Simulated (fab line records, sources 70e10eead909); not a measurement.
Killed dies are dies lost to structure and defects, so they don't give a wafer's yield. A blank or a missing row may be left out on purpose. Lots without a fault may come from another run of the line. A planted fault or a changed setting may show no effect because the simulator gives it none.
One fault seen from 2 desks | flow nand_harc | each desk has only its own numbers; what lay behind them comes last

THE METROLOGY DESK
What the gauges read, lot by lot, whatever tool the lot ran on: means of the sampled wafers that have a number. A lot is out of limits, marked OUT, if its mean lies more than 4 standard deviations from the usual mean; the brackets give that distance.
Columns: A = cd_nm at NHARC_A_CONTACT_CD_MEAS_80, usual 289.5 nm
lot  | first seen here | A
L785 | day 22 03:55    | 288.7
L784 | day 22 14:03    | 289.9
L787 | day 22 20:41    | 289.9
L788 | day 24 02:31    | 288.2
L791 | day 24 20:53    | 290.1
L792 | day 25 05:36    | 289.1
L793 | day 25 19:46    | 289.8
L794 | day 26 09:38    | 289.4
L796 | day 26 12:09    | 289.7
L795 | day 26 18:09    | 289.6
L790 | day 27 13:04    | 290.6
L797 | day 28 10:57    | 289.2
L800 | day 28 20:59    | 289.7
L801 | day 29 16:04    | 289.6
L804 | day 30 08:50    | 290.5
This desk's finding: nothing out of limits on any of the 15 lots.

THE TOOL OWNER'S DESK: har_cap_etch-03
The tool's own readings at NHARC_A_CONTACT_ETCH_133 (etches the open film in C4F8/O2/Ar, time 374 s, target depth 1610 nm): means of the sampled wafers that have a number, for each lot that ran on this tool. A lot is out of limits, marked OUT, if its mean lies more than 4 standard deviations from the usual mean; the brackets give that distance.
Columns: A = chamber_pressure_mTorr at NHARC_A_CONTACT_ETCH_133, usual 20.000 mTorr; B = oes_air_line_au at NHARC_A_CONTACT_ETCH_133, usual 0.994 a.u.
lot  | first seen here | A      | B
L785 | day 22 02:52    | 20.005 | 0.981
L787 | day 22 19:43    | 20.015 | 1.008
L788 | day 24 01:35    | 20.006 | 0.988
L791 | day 24 19:55    | 20.030 | 1.000
L792 | day 25 04:43    | 19.980 | 0.996
L794 | day 26 08:38    | 19.992 | 1.028
L795 | day 26 17:09    | 20.015 | 0.989
This desk's finding: nothing out of limits on any of the 7 lots.

PUT TOGETHER
The metrology desk saw nothing out of limits.
The tool owner's desk saw nothing out of limits.

WHAT THE SIMULATOR HAD PUT IN
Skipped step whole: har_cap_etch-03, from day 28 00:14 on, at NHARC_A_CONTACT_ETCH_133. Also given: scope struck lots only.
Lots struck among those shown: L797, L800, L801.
